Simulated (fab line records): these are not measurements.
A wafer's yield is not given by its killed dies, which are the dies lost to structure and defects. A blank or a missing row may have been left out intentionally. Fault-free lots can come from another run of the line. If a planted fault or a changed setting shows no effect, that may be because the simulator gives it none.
Lot-split experiment    flow n5Finfet    route with 1938 steps; 7 lots, 39 wafers read

## ABOUT THE SPLIT
At N5_BEOL_M2_TRENCH_ETCH_37 (etches SiOC in C4F6/O2, target depth 55.555 nm, time 29.2 s), the setting targetDepthA was moved away from the recipe's 555.55 angstrom on 12 of the 39 wafers read, by -23.3% to +45.0%. The other wafers ran this setting at the recipe's value.

## FROM THE SPLIT TO THE READING: what the file shows between them, 4 steps
- N5_BEOL_M2_ETCH_41: etches SiCN in CH3F/O2, target depth 29.9 nm, time 52.5 s
- N5_BEOL_M2_STRIP_97: strips in N2/H2, time 10 s
- N5_BEOL_M2_ECD_50: material Cu, target thk 300 nm
- N5_BEOL_M2_ANNEAL_51: time 90 s

## THE READING
Cu_of_BEOL_M2_ECD_50.thkNm (the simulator's own value, which no gauge read), in nm, at N5_BEOL_M2_CMP_52 (polishes, stops on SiOC, t overpolish 6.8 s, target thk 40 nm). There is no usual value for it anywhere in the file. Across the 27 wafers here that went through the recipe, the average is 40.3 nm and the standard deviation 1.1 nm.

wafer   tool, chamber at the split  targetDepthA as run, angstrom  against the recipe  Cu_of_BEOL_M2_ECD_50.thkNm, nm  against lot-mates on the recipe
L078.2  rieDiel-04, 0               711.4                          +28.1%              56.6                            +16.1
L078.4  rieDiel-04, 3               711.4                          +28.1%              56.4                            +15.9
L078.1  rieDiel-04, 2               555.55                         recipe              40.6                            -
L078.5  rieDiel-04, 1               555.55                         recipe              40.6                            -
L078.3  rieDiel-04, 1               711.4                          +28.1%              55.2                            +14.7
L078.6  rieDiel-04, 2               555.55                         recipe              40.2                            -
L081.1  rieDiel-01, 1               555.55                         recipe              41.2                            -
L081.3  rieDiel-01, 0               555.55                         recipe              40.8                            -
L081.2  rieDiel-01, 2               555.55                         recipe              41.4                            -
L081.4  rieDiel-01, 3               555.55                         recipe              40                              -
L081.5  rieDiel-01, 3               555.55                         recipe              41                              -
L081.6  rieDiel-01, 0               555.55                         recipe              41                              -
L082.1  rieDiel-02, 1               555.55                         recipe              42                              -
L082.4  rieDiel-02, 2               555.55                         recipe              42                              -
L082.2  rieDiel-02, 0               555.55                         recipe              38.6                            -
L082.3  rieDiel-02, 3               555.55                         recipe              40                              -
L082.5  rieDiel-02, 2               555.55                         recipe              41.6                            -
L082.6  rieDiel-02, 3               555.55                         recipe              38.2                            -
L084.3  rieDiel-04, 0               555.55                         recipe              40.6                            -
L084.5  rieDiel-04, 1               555.55                         recipe              39.6                            -
L084.6  rieDiel-04, 0               555.55                         recipe              40                              -
L087.2  rieDiel-01, 0               805.3                          +45.0%              65.2                            +24.0
L087.1  rieDiel-01, 3               805.3                          +45.0%              65.2                            +24.0
L087.4  rieDiel-01, 2               555.55                         recipe              42.4                            -
L087.3  rieDiel-01, 1               805.3                          +45.0%              66.8                            +25.6
L087.5  rieDiel-01, 3               555.55                         recipe              39.2                            -
L087.6  rieDiel-01, 0               555.55                         recipe              42                              -
L095.2  rieDiel-01, 1               793.4                          +42.8%              64.2                            +25.1
L095.3  rieDiel-01, 0               793.4                          +42.8%              60.6                            +21.5
L095.4  rieDiel-01, 2               555.55                         recipe              39.2                            -
L095.1  rieDiel-01, 3               555.55                         recipe              39.2                            -
L095.5  rieDiel-01, 2               555.55                         recipe              38.8                            -
L095.6  rieDiel-01, 1               793.4                          +42.8%              63.4                            +24.3
L096.3  rieDiel-04, 1               426                            -23.3%              25.8                            -13.7
L096.4  rieDiel-04, 3               426                            -23.3%              24.2                            -15.3
L096.2  rieDiel-04, 0               555.55                         recipe              38.8                            -
L096.1  rieDiel-04, 2               555.55                         recipe              40                              -
L096.5  rieDiel-04, 3               426                            -23.3%              26                              -13.5
L096.6  rieDiel-04, 0               555.55                         recipe              39.6                            -

FIT RESULTS
A straight line over all 39 wafers: Cu_of_BEOL_M2_ECD_50.thkNm changes by +0.563 nm for each +1% of targetDepthA; r = +0.99; the points scatter about the line by 1.3 nm.
The same after taking each lot's own level away (the mean of its wafers on the recipe; 39 wafers): +0.559 nm for each +1%; r = +1.00; scatter 1 nm.
Per that fit: largest targetDepthA move, reading shift of 25 nm.
From 39.07 to 41.20 nm: that is the span of the lots' own levels, equal to 1.9 times the standard deviation above.
Hence the lot-to-lot level has little effect on the slope; both slopes agree.
Check: for one of the wafers moved furthest among these (+45.0%), held out of the fit, the line's prediction against its lot-mates is +25.1 nm. It came out at +24 nm against them.

## THE WHOLE CHAIN: every reading that the file lists as answering this split, in the file's order
step                       what it does                                                   reading                                                                          change (the file's fit)                 r (the file's)
N5_BEOL_M2_TRENCH_ETCH_37  etches SiOC in C4F6/O2, target depth 55.555 nm, time 29.2 s    etch.depthNm (the simulator's own value, which no gauge read)                    +0.571 nm for each +1% of the setting   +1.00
N5_BEOL_M2_TRENCH_ETCH_37  etches SiOC in C4F6/O2, target depth 55.555 nm, time 29.2 s    BEOL_M2.featureDepthNm (the simulator's own value, which no gauge read)          +0.571 nm for each +1% of the setting   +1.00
N5_BEOL_M2_TRENCH_ETCH_37  etches SiOC in C4F6/O2, target depth 55.555 nm, time 29.2 s    TiN_of_BEOL_M2_HM_DEP_02.thkNm (the simulator's own value, which no gauge read)  -0.0229 nm for each +1% of the setting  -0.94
N5_BEOL_M2_CMP_52          polishes, stops on SiOC, t overpolish 6.8 s, target thk 40 nm  Cu_of_BEOL_M2_ECD_50.thkNm (the simulator's own value, which no gauge read)      +0.556 nm for each +1% of the setting   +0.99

## THE FILE'S OWN FIT
Cu_of_BEOL_M2_ECD_50.thkNm changes by +0.556 nm for each +1% of targetDepthA, r = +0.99.
